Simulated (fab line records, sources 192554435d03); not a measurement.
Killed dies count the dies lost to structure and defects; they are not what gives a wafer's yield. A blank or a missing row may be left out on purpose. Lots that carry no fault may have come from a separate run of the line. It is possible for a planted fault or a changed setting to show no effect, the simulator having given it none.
Which tool was responsible?    flow n5 finfet    10 lots with 30 wafers sampled at 4 steps, on a route of 1938 steps

## WHAT THE GAUGES SHOWED, per wafer
No reading from a measuring or inspecting step in the record can be judged against a usual standard deviation.

## TOOL THAT RAN EACH LOT (tool first, then ch and the chambers of the sampled wafers, then the start)
lot   N5_BEOL_M5_VIA_ETCH_34              N5_BEOL_M5_STRIP_36                 N5_BEOL_M5_CVD_47                 N5_BEOL_M5_SPUTTER_81
L823  rie diel-02 ch 0,2,3, day 8 05:25   rie diel-02 ch 0,2,3, day 8 05:27   cvd co-02 ch 0,1,2, day 8 06:43   pvd sputter-01, day 8 07:59
L824  rie diel-04 ch 2,3, day 9 05:27     rie diel-04 ch 2,3, day 9 05:30     cvd co-02 ch 0,1,2, day 9 06:55   pvd sputter-03, day 9 08:10
L831  rie diel-01 ch 0,2,3, day 10 10:43  rie diel-01 ch 0,2,3, day 10 10:46  cvd co-01 ch 0,1,2, day 10 12:14  pvd sputter-03, day 10 13:29
L832  rie diel-04 ch 1,2,3, day 10 19:07  rie diel-04 ch 1,2,3, day 10 19:10  cvd co-02 ch 0,1,2, day 10 21:50  pvd sputter-02, day 10 23:05
L834  rie diel-02 ch 0,1,3, day 11 13:40  rie diel-02 ch 0,1,3, day 11 13:43  cvd co-01 ch 1,2, day 11 15:17    pvd sputter-01, day 11 16:34
L838  rie diel-04 ch 1,2,3, day 12 05:36  rie diel-04 ch 1,2,3, day 12 05:39  cvd co-01 ch 0,1,2, day 12 08:55  pvd sputter-01, day 12 10:12
L839  rie diel-04 ch 0,1,3, day 12 08:46  rie diel-04 ch 0,1,3, day 12 08:49  cvd co-01 ch 0,1, day 12 10:52    pvd sputter-03, day 12 12:14
L841  rie diel-01 ch 0,1,3, day 13 00:45  rie diel-01 ch 0,1,3, day 13 00:47  cvd co-02 ch 0,1, day 13 02:17    pvd sputter-03, day 13 03:31
L842  rie diel-01 ch 0,2, day 13 07:17    rie diel-01 ch 0,2, day 13 07:20    cvd co-02 ch 0,2, day 13 08:26    pvd sputter-02, day 13 09:40
L843  rie diel-04 ch 0,2, day 14 01:25    rie diel-04 ch 0,2, day 14 01:28    cvd co-02 ch 0,1,2, day 14 03:27  pvd sputter-01, day 14 04:51
- N5_BEOL_M5_VIA_ETCH_34: etches SiCOH lowk in C4F6/O2, target depth 88.3 nm, time 39.2 s.
- N5_BEOL_M5_STRIP_36: strips in N2/H2.
- N5_BEOL_M5_CVD_47: deposits Co from CCTBA/H2, target thk 3 nm, time 216 s.
- N5_BEOL_M5_SPUTTER_81: material Cu, target thk 15 nm, time 27.62 s.

## WHAT THE TOOLS THEMSELVES READ (means of the sampled wafers that have a number; where no wafer has one, the mark that the record gives instead)
N5_BEOL_M5_VIA_ETCH_34. Usual: chamber pressure mTorr 30.002 mTorr, standard deviation 0.028; drypump motor current A 5.4 A, standard deviation 0.49; oes product au 0.81 a.u., standard deviation 0.1; rf vpp V 660 V, standard deviation 11; showerhead plenum p Torr 2.87 Torr, standard deviation 0.097; throttle valve pct 20.80 %, standard deviation 0.24.
lot   tool         chamber pressure mTorr (mTorr)  drypump motor current A (A)  oes product au (a.u.)  rf vpp V (V)  showerhead plenum p Torr (Torr)  throttle valve pct (%)  flag
L823  rie diel-02  30.002                          5.5                          0.76                   659           2.85                             20.82                   
L824  rie diel-04  30.011                          5.1                          0.83                   664           2.92                             20.89                   
L831  rie diel-01  29.992                          5.5                          0.74                   654           2.92                             20.92                   
L832  rie diel-04  30.013                          5.2                          0.84                   664           2.87                             20.80                   
L834  rie diel-02  30.018                          5.7                          0.83                   650           2.88                             20.78                   
L838  rie diel-04  30.028                          5.3                          0.84                   664           2.87                             20.82                   
L839  rie diel-04  29.994                          5.5                          0.84                   663           2.78                             20.77                   
L841  rie diel-01  29.963                          5.7                          0.80                   662           2.89                             20.71                   
L842  rie diel-01  30.013                          5.3                          0.76                   662           2.92                             20.93                   
L843  rie diel-04  30.045                          4.9                          0.85                   664           2.94                             20.79                   

N5_BEOL_M5_STRIP_36. Usual: chamber pressure mTorr 20.00 mTorr, standard deviation 0.033; drypump motor current A 5.4 A, standard deviation 0.49; oes product au 0.81 a.u., standard deviation 0.097; rf vpp V 59.5 V, standard deviation 1.3; showerhead plenum p Torr 2.56 Torr, standard deviation 0.088; throttle valve pct 23.55 %, standard deviation 0.28.
lot   tool         chamber pressure mTorr (mTorr)  drypump motor current A (A)  oes product au (a.u.)  rf vpp V (V)  showerhead plenum p Torr (Torr)  throttle valve pct (%)  flag
L823  rie diel-02  20.01                           5.5                          0.76                   59.3          2.54                             23.74                   
L824  rie diel-04  20.01                           5.1                          0.82                   59.3          2.61                             23.68                   
L831  rie diel-01  19.98                           5.5                          0.74                   59.7          2.61                             23.62                   
L832  rie diel-04  19.99                           5.2                          0.84                   60.4          2.57                             23.61                   
L834  rie diel-02  20.00                           5.7                          0.84                   59.4          2.56                             23.55                   
L838  rie diel-04  19.99                           5.3                          0.82                   59.6          2.56                             23.61                   
L839  rie diel-04  20.03                           5.5                          0.83                   59.4          2.49                             23.55                   
L841  rie diel-01  19.96                           5.7                          0.79                   60.3          2.58                             23.27                   
L842  rie diel-01  19.99                           5.3                          0.76                   59.7          2.62                             23.73                   
L843  rie diel-04  20.00                           4.9                          0.84                   58.5          2.62                             23.57                   

N5_BEOL_M5_CVD_47. Usual: run length s 238.8 s, standard deviation 0.4.
lot   tool       run length s (s)  flag
L823  cvd co-02  238.9             
L824  cvd co-02  238.8             
L831  cvd co-01  238.6             
L832  cvd co-02  238.7             
L834  cvd co-01  238.7             
L838  cvd co-01  219.3             OFF
L839  cvd co-01  218.8             OFF
L841  cvd co-02  239.0             
L842  cvd co-02  238.6             
L843  cvd co-02  238.7             

N5_BEOL_M5_SPUTTER_81. Usual: chuck gas flow sccm 1.27 sccm, standard deviation 0.056; throttle valve pct 30.3 %, standard deviation 1.1.
lot   tool            chuck gas flow sccm (sccm)  throttle valve pct (%)  flag
L823  pvd sputter-01  1.36                        30.5                    
L824  pvd sputter-03  1.33                        31.0                    
L831  pvd sputter-03  1.29                        29.8                    
L832  pvd sputter-02  1.24                        29.8                    
L834  pvd sputter-01  1.30                        31.3                    
L838  pvd sputter-01  1.25                        30.9                    
L839  pvd sputter-03  1.24                        29.8                    
L841  pvd sputter-03  1.28                        29.9                    
L842  pvd sputter-02  1.20                        29.8                    
L843  pvd sputter-01  1.28                        31.3                    

## THE ANSWER, worked out from the rows above alone
Rule: take the mean of a lot's wafers that have a number; if it is more than 3 standard deviations from the usual mean, the lot is off. A lot without any number at a reading at which 4 lots or more have one is off too. All remaining lots with rows at the step are treated as sound. After the gauges, taken in route order, come the tools' own readings; for these a lot's mean is taken, as printed above. The first step at which some lot is off is used, and at that step the reading that is off furthest; a lot without a number counts as furthest.
Off at N5_BEOL_M5_CVD_47 (run length s): L838, L839.
A tool fits if, at that step or a process step before it, it ran every lot that is off, and no sound lot after the first of them. One fits: N5_BEOL_M5_CVD_47 on cvd co-01. A fault onset in the window from L834 (day 11 15:17, its last sound lot) to L838 (day 12 08:55, its first lot off) fits.
On the lots that are off, the tool's own readings at N5_BEOL_M5_CVD_47 differ by more than 5 times the standard deviation of the sound lots' means, which bears it out; run length s reads 219.1 s there versus 238.8 s on the sound lots.

## WHAT WAS PUT IN BY THE SIMULATOR
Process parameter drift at N5_BEOL_M5_CVD_47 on cvd co-01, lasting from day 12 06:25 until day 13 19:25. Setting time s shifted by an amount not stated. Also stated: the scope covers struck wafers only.
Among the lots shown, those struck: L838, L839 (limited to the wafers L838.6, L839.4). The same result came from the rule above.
